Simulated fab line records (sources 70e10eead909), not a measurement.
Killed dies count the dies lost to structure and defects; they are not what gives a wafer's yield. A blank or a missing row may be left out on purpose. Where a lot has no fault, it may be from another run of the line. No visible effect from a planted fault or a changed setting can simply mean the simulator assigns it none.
Matching of chambers :: flow nand-harc :: pecvd-02 running NHARC_A_STAIRCASE_DEP_301: 3 sister chambers
The step deposits SiON, target thk 30 nm. 6 wafers are shown with their chamber, then 9 later ones without.

WAFERS PAIRED WITH THEIR CHAMBERS
wafer: L074.2
chamber: 0
showerhead-vpp-V (V): 1277
heater-power-w (W): 894

wafer: L078.2
chamber: 1
showerhead-vpp-V (V): 1063
heater-power-w (W): 709

wafer: L077.5
chamber: 1
showerhead-vpp-V (V): 1068
heater-power-w (W): 708

wafer: L081.1
chamber: 2
showerhead-vpp-V (V): 1023
heater-power-w (W): 773

wafer: L081.2
chamber: 0
showerhead-vpp-V (V): 1281
heater-power-w (W): 859

wafer: L081.6
chamber: 2
showerhead-vpp-V (V): 1025
heater-power-w (W): 781

WAFERS WHOSE CHAMBER IS MISSING
wafer: L086.1
showerhead-vpp-V (V): 1084
heater-power-w (W): 837

wafer: L086.5
showerhead-vpp-V (V): 1289
heater-power-w (W): 919

wafer: L086.6
showerhead-vpp-V (V): 1023
heater-power-w (W): 731

wafer: L093.1
showerhead-vpp-V (V): 1015
heater-power-w (W): 719

wafer: L093.3
showerhead-vpp-V (V): 1095
heater-power-w (W): 850

wafer: L093.4
showerhead-vpp-V (V): 1062
heater-power-w (W): 853

wafer: L095.1
showerhead-vpp-V (V): 1080
heater-power-w (W): 811

wafer: L095.2
showerhead-vpp-V (V): 1314
heater-power-w (W): 792

wafer: L095.4
showerhead-vpp-V (V): 1025
heater-power-w (W): 714

CHAMBER TAKEN BY EACH
wafer: L086.1
from the rows above: 1
in truth: 1

wafer: L086.5
from the rows above: 0
in truth: 0

wafer: L086.6
from the rows above: 2
in truth: 2

wafer: L093.1
from the rows above: 2
in truth: 2

wafer: L093.3
from the rows above: 1
in truth: 1

wafer: L093.4
from the rows above: 1
in truth: 1

wafer: L095.1
from the rows above: 1
in truth: 1

wafer: L095.2
from the rows above: 0
in truth: 0

wafer: L095.4
from the rows above: 2
in truth: 2
Correctly placed: 9 of 9. Left unplaced by these rows: 0. Placed wrongly: 0.
How it was worked out, from the rows above alone: a wafer's distance from a chamber is the root of the sum, over the readings, of the square of ((its reading less the chamber's mean) divided by the reading's scatter). The wafer belongs to the nearest chamber; if the next one is less than 2 further off, it can't be placed. The mean given for a chamber averages the wafers shown for that chamber. How the scatter is found: for the shown wafers, subtract from each reading the mean of its chamber, square and add these, divide the total by (wafers less chambers), then take the root.
